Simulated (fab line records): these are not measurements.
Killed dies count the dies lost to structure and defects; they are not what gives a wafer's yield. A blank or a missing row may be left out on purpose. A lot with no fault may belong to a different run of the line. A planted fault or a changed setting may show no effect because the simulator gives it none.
Comparing a struck lot with a sound one -- flow n5Finfet -- 15 out of 1938 route steps
Sound: the wafers L884.1, L884.2, L884.5. Struck: wafer L883.4 (L883.1, L883.3, from the same lot, were not struck and are left out); the cause is given at the end.
For every step that has rows: the tool of each side, followed by ch and its chambers, followed by its first start. Under that, the readings that differ: sound wafers -- struck wafers -- difference of the means -- sigmas: that difference in standard deviations of wafers without a fault.
alike: words and numbers the same on both sides, and readings whose means are apart by under 2 such deviations; not compared: readings that were withheld, readings missing a value for some wafer, numbers with overlapping values and no deviation given by the record, and bounds like >300 which may hide the same value.
The two part at a step that has a row with sigmas, a row that says differs or no value, or rows on one side only. Non-overlapping numbers with no deviation appear without sigmas and do not part them. A reading that every wafer of one side lacks parts them only if that side has two wafers or more.

N5_BEOL_M4_CO_CAP_55: material Co, precursor CCTBA/H2, target thk 2 nm, time 102.1 s.
  sound on cvdCo-02 ch 0,1,2, day 11 12:23; struck on cvdCo-02 ch 2, day 11 07:13
  alike: heaterPowerW
then, 1 step without rows for these wafers: N5_BEOL_M4_PRE_CLEAN_56 (time 15 s).
N5_BEOL_M4_DEP_57: deposits SiCN from 3MS/NH3, target thk 8 nm, time 14 s.
  sound on pecvd-01 ch 0,2, day 11 12:30; struck on pecvd-02 ch 1, day 11 07:20
  alike: showerheadPlenumPTorr, throttleValvePct
N5_BEOL_M4_RS_MEAS_58: measures by four-point-probe.
  struck on filmMetro-02, day 11 07:23; sound on filmMetro-01, day 11 12:34
  alike: M4_RS
N5_BEOL_M4_INSPECT_59: inspects for defects (darkfield).
  struck on defectInspect-01, day 11 07:25; sound on defectInspect-01, day 11 12:35
  alike: rawDefectCount
N5_BEOL_M4_RC_MEAS_101:
  sound on prober-01 ch 0, day 11 12:37; struck on prober-02 ch 0, day 11 07:26
reading,sound,struck,difference,sigmas
ION_N (uA/um),666 682 659,699,+30,+3
SS_P (mV/dec),73.4 73.4 72.6,74.9,+1.8,+3
  alike: DIBL_N, DIBL_P, IOFF_N, IOFF_P, ION_P, SS_N, VT_N, VT_P
then, 1 step without rows for these wafers: N5_BEOL_M5_ILD_DEP_00 (deposits SiCOH lowk from DEMS/porogen, target thk 140.64 nm, time 25.9 s).
N5_BEOL_M5_CURE_79: cures SiCOH lowk, time 240 s.
  sound on uvCure-02 ch 2, day 11 13:38; struck on uvCure-02 ch 2, day 11 08:28
reading,sound,struck,difference,sigmas
lampPowerPct (%),52.30 52.28 52.26,52.42,+0.14,+3
  alike: wafer_temp_C_max
N5_BEOL_M5_THK_MEAS_01:
  struck on filmMetro-01, day 11 08:59; sound on filmMetro-01, day 11 14:09
  alike: M5_ILD_THK
N5_BEOL_M5_PECVD_70: deposits SiO2 from TEOS/O2, target thk 16 nm, time 18 s.
  sound on pecvd-03 ch 0,1,2, day 11 14:11; struck on pecvd-01 ch 2, day 11 09:01
  alike: heaterPowerW, showerheadPlenumPTorr, throttleValvePct
N5_BEOL_M5_HM_DEP_02: deposits TiN, target thk 20 nm.
  struck on pvdSputter-03, day 11 09:22; sound on pvdSputter-03, day 11 14:37
  alike: throttleValvePct
then, 1 step without rows for these wafers: N5_BEOL_M5_COAT_59 (time 60 s, resist thk 60 nm).
N5_BEOL_M5_COAT_60: time 60 s, resist thk 12 nm.
  sound on lithoTrack-01 ch 0, day 11 14:44; struck on lithoTrack-02 ch 0, day 11 09:30
reading,sound,struck,difference,sigmas
dispensePressureKPa (kPa),43.8 43.9 43.8,50.2,+6.4,+2
heaterPowerTotalW (W),425.5 428.9 429.0,459.8,+32.0,+15
runLengthS (s),66.02 65.92 65.92,59.37,-6.58,-60
then, 1 step without rows for these wafers: N5_BEOL_M5_COAT_71 (time 60 s, resist thk 5 nm).
-- record jumps: 4 days separate the struck wafers' starts on either side; left off in module BEOL_M5, taken up again in module PASSIVATION, whose first shown step is the route's number 1936 --
N5_PASSIVATION_PROBE_49:
  struck on prober-02, day 15 14:56; sound on prober-01, day 15 20:36
reading,sound,struck,difference,sigmas
killedAtFrontEnd,51 59 50,22,-31,-3
  alike: defectLimitedYield, killed_at_M0_to_M3, killed_at_M4_up, killedAtContacts, killedAtOther, killedDies, killedOpen, killedShort, sort_bin_5_function, sort_bin_6_memory, sort_bin_8_speed, sortNPass, sortYieldPct

== WHERE THEY PART ==
Earliest at N5_BEOL_M4_RC_MEAS_101; latest, in this record, at N5_PASSIVATION_PROBE_49.

WHY: what had been put in by the simulator
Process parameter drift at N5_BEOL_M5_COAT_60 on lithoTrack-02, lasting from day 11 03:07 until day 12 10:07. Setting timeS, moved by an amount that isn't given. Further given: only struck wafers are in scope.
